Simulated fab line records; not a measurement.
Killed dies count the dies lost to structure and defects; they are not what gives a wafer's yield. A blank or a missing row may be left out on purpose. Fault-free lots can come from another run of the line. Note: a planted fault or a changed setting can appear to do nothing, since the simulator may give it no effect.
Chamber matching    flow n5Finfet    N5_BEOL_M5_PRE_CLEAN_77 on cvdCo-02: 3 sister chambers
The step time 15 s. 3 wafers are shown with their chamber, then 12 later ones without.

WAFERS, EACH WITH ITS CHAMBER
wafer   chamber  heaterPowerW (W)
L084.6  2        55
L085.5  1        138
L085.6  0        84

WAFERS WITH NO CHAMBER GIVEN
wafer   heaterPowerW (W)
L086.1  56
L086.3  84
L086.5  143
L093.3  58
L093.4  57
L093.6  142
L095.2  85
L095.3  58
L095.4  84
L097.3  58
L097.5  84
L097.6  58

WHICH CHAMBER EACH ONE RAN IN
wafer   from the rows above  in truth
L086.1  2                    2
L086.3  0                    0
L086.5  1                    1
L093.3  2                    2
L093.4  2                    2
L093.6  1                    1
L095.2  0                    0
L095.3  2                    2
L095.4  0                    0
L097.3  2                    2
L097.5  0                    0
L097.6  2                    2
Placed correctly: 12 of 12. Left unplaced by these rows: 0. Wrongly placed: 0.
How it was worked out, from the rows above alone: a wafer's distance from a chamber is the root of the sum, over the readings, of the square of ((its reading less the chamber's mean) divided by the reading's scatter). If the next closest chamber is less than 2 further off than the closest, the wafer can't be placed; otherwise it belongs to the closest. The mean given for a chamber averages the wafers shown for that chamber. The scatter: with one shown wafer a chamber, the root of the mean of the squares of how far each hidden wafer lies from its nearest shown one.
